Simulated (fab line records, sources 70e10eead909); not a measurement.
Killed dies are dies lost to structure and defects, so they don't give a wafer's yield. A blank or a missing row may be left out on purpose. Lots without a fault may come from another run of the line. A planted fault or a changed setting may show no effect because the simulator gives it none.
Which tool did it? | flow nand_harc | 14 lots, 42 wafers sampled, at 4 steps of a route of 1159

WHAT THE GAUGES READ, wafer by wafer
The record holds no reading of a measuring or inspecting step that can be judged against a usual standard deviation.

WHICH TOOL RAN EACH LOT (tool, then ch and the chambers of the sampled wafers, then the start)
lot  | NHARC_P_GATE_STRIP_112               | NHARC_P_GATE_STRIP_76                | NHARC_P_GATE_DEVELOP_90           | NHARC_P_GATE_RTA_80
L314 | plasma_asher-01 ch 0,1, day 5 16:03  | plasma_asher-01 ch 0,1, day 5 16:19  | litho_track-05 ch 0, day 5 17:00  | rtp_anneal-02 ch 0, day 5 19:43
L317 | plasma_asher-02 ch 0,1, day 6 02:23  | plasma_asher-02 ch 0,1, day 6 02:38  | litho_track-02 ch 0, day 6 03:00  | rtp_anneal-02 ch 0, day 6 05:52
L318 | plasma_asher-02 ch 0,1, day 6 02:50  | plasma_asher-02 ch 0,1, day 6 03:02  | litho_track-03 ch 0, day 6 03:00  | rtp_anneal-02 ch 0, day 6 06:31
L319 | plasma_asher-01 ch 0,1, day 6 10:07  | plasma_asher-01 ch 0,1, day 6 10:19  | litho_track-03 ch 0, day 6 11:00  | rtp_anneal-01 ch 0, day 6 13:50
L321 | plasma_asher-02 ch 0,1, day 7 02:10  | plasma_asher-02 ch 0,1, day 7 02:23  | litho_track-03 ch 0, day 7 03:00  | rtp_anneal-01 ch 0, day 7 05:37
L323 | plasma_asher-01 ch 1, day 7 12:50    | plasma_asher-01 ch 1, day 7 13:04    | litho_track-02 ch 0, day 7 13:00  | rtp_anneal-02 ch 0, day 7 16:27
L322 | plasma_asher-02 ch 0,1, day 7 13:05  | plasma_asher-02 ch 0,1, day 7 13:22  | litho_track-03 ch 0, day 7 14:00  | rtp_anneal-01 ch 0, day 7 16:44
L324 | plasma_asher-02 ch 0,1, day 8 01:15  | plasma_asher-02 ch 0,1, day 8 01:31  | litho_track-03 ch 0, day 8 02:00  | rtp_anneal-01 ch 0, day 8 04:50
L327 | plasma_asher-01 ch 0,1, day 8 13:40  | plasma_asher-01 ch 0,1, day 8 13:53  | litho_track-05, day 8 14:00       | rtp_anneal-02 ch 0, day 8 17:42
L325 | plasma_asher-01 ch 0,1, day 8 16:38  | plasma_asher-01 ch 0,1, day 8 16:50  | litho_track-02, day 8 17:00       | rtp_anneal-01 ch 0, day 8 20:28
L328 | plasma_asher-01 ch 0,1, day 9 15:26  | plasma_asher-01 ch 0,1, day 9 15:41  | litho_track-02 ch 0, day 9 16:00  | rtp_anneal-01 ch 0, day 9 19:12
L334 | plasma_asher-01 ch 0,1, day 10 05:23 | plasma_asher-01 ch 0,1, day 10 05:38 | litho_track-03 ch 0, day 10 06:00 | rtp_anneal-01 ch 0, day 10 08:58
L336 | plasma_asher-01 ch 0,1, day 10 19:28 | plasma_asher-01 ch 0,1, day 10 19:43 | litho_track-03 ch 0, day 10 20:00 | rtp_anneal-01 ch 0, day 10 22:56
L337 | plasma_asher-02 ch 0,1, day 10 21:31 | plasma_asher-02 ch 0,1, day 10 21:46 | litho_track-02 ch 0, day 10 22:00 | rtp_anneal-02 ch 0, day 11 01:08
- NHARC_P_GATE_STRIP_112: strips in N2/H2, time 200 s.
- NHARC_P_GATE_STRIP_76: strips in O2.
- NHARC_P_GATE_DEVELOP_90: time 70 s.
- NHARC_P_GATE_RTA_80: time 30 s.

WHAT THE TOOLS THEMSELVES READ (means of the sampled wafers that have a number; where no wafer has one, the mark that the record gives instead)
NHARC_P_GATE_STRIP_112. Usual: drypump_motor_current_A 5.7 A, standard deviation 0.56; heater_power_w 91 W, standard deviation 6.2.
lot  | tool            | drypump_motor_current_A (A) | heater_power_w (W) | flag
L314 | plasma_asher-01 | 5.9                         | 89                 |
L317 | plasma_asher-02 | 5.5                         | 95                 |
L318 | plasma_asher-02 | 5.6                         | 94                 |
L319 | plasma_asher-01 | 5.9                         | 89                 |
L321 | plasma_asher-02 | 6.0                         | 99                 |
L323 | plasma_asher-01 | 6.2                         | 95                 |
L322 | plasma_asher-02 | 5.5                         | 95                 |
L324 | plasma_asher-02 | 5.5                         | 96                 |
L327 | plasma_asher-01 | 5.8                         | 90                 |
L325 | plasma_asher-01 | 5.8                         | 89                 |
L328 | plasma_asher-01 | 5.5                         | 88                 |
L334 | plasma_asher-01 | 5.5                         | 86                 |
L336 | plasma_asher-01 | 5.9                         | 90                 |
L337 | plasma_asher-02 | 6.0                         | 95                 |

NHARC_P_GATE_STRIP_76. Usual: drypump_motor_current_A 5.7 A, standard deviation 0.55; heater_power_w 339 W, standard deviation 23.
lot  | tool            | drypump_motor_current_A (A) | heater_power_w (W) | flag
L314 | plasma_asher-01 | 5.9                         | 338                |
L317 | plasma_asher-02 | 5.6                         | 363                |
L318 | plasma_asher-02 | 5.5                         | 364                |
L319 | plasma_asher-01 | 5.9                         | 341                |
L321 | plasma_asher-02 | 6.0                         | 365                |
L323 | plasma_asher-01 | 6.2                         | 353                |
L322 | plasma_asher-02 | 5.5                         | 350                |
L324 | plasma_asher-02 | 5.5                         | 354                |
L327 | plasma_asher-01 | 5.8                         | 339                |
L325 | plasma_asher-01 | 5.9                         | 341                |
L328 | plasma_asher-01 | 5.5                         | 320                |
L334 | plasma_asher-01 | 5.5                         | 327                |
L336 | plasma_asher-01 | 5.8                         | 336                |
L337 | plasma_asher-02 | 6.0                         | 353                |

NHARC_P_GATE_DEVELOP_90. Usual: chill_plate_temp_C 23.00 C, standard deviation 0.11; exhaust_pa 45.1 Pa, standard deviation 0.79.
lot  | tool           | chill_plate_temp_C (C) | exhaust_pa (Pa) | flag
L314 | litho_track-05 | 22.90                  | 44.9            |
L317 | litho_track-02 | 22.95                  | 44.8            |
L318 | litho_track-03 | 23.00                  | 45.5            |
L319 | litho_track-03 | 23.13                  | 45.3            |
L321 | litho_track-03 | 22.99                  | 44.8            |
L323 | litho_track-02 | 22.98                  | 43.9            |
L322 | litho_track-03 | 22.95                  | 45.1            |
L324 | litho_track-03 | 23.14                  | 46.1            |
L327 | litho_track-05 | -                      | -               | OFF
L325 | litho_track-02 | -                      | -               | OFF
L328 | litho_track-02 | 23.04                  | 45.6            |
L334 | litho_track-03 | 22.85                  | 45.6            |
L336 | litho_track-03 | 23.08                  | 45.1            |
L337 | litho_track-02 | 22.94                  | 45.6            |

NHARC_P_GATE_RTA_80. Usual: lamp_power_pct 1.96 %, standard deviation 0.3; lamp_zone_2_pct 1.96 %, standard deviation 0.3; wafer_temp_C_max 301.4, standard deviation 0.39.
lot  | tool          | lamp_power_pct (%) | lamp_zone_2_pct (%) | wafer_temp_C_max | flag
L314 | rtp_anneal-02 | 1.64               | 1.64                | 301.5            |
L317 | rtp_anneal-02 | 1.63               | 1.63                | 301.1            |
L318 | rtp_anneal-02 | 1.63               | 1.63                | 300.8            |
L319 | rtp_anneal-01 | 2.23               | 2.23                | 301.5            |
L321 | rtp_anneal-01 | 2.23               | 2.23                | 301.4            |
L323 | rtp_anneal-02 | 1.63               | 1.63                | 301.1            |
L322 | rtp_anneal-01 | 2.23               | 2.23                | 301.2            |
L324 | rtp_anneal-01 | 2.23               | 2.23                | 301.4            |
L327 | rtp_anneal-02 | 1.63               | 1.64                | 301.3            |
L325 | rtp_anneal-01 | 2.23               | 2.23                | 301.6            |
L328 | rtp_anneal-01 | 2.23               | 2.23                | 301.9            |
L334 | rtp_anneal-01 | 2.24               | 2.23                | 301.3            |
L336 | rtp_anneal-01 | 2.23               | 2.23                | 301.8            |
L337 | rtp_anneal-02 | 1.63               | 1.63                | 301.6            |

THE ANSWER, worked out from the rows above alone
Rule: a lot is off if the mean of its wafers that have a number lies more than 3 standard deviations from the usual mean. A lot without any number at a reading at which 4 lots or more have one is off too. The other lots that the step has rows for count as sound. The gauges are gone through in route order, then the tools' own readings, and for those a lot's mean is taken as printed above. The first step at which some lot is off is used, and at that step the reading that is off furthest; a lot without a number counts as furthest.
Off: L327, L325, at NHARC_P_GATE_DEVELOP_90 (chill_plate_temp_C). Without a number there: L327, L325.
A tool fits if, at that step or a process step before it, it ran every lot that is off, and no sound lot after the first of them. None of those tried fits.

WHAT THE SIMULATOR HAD PUT IN
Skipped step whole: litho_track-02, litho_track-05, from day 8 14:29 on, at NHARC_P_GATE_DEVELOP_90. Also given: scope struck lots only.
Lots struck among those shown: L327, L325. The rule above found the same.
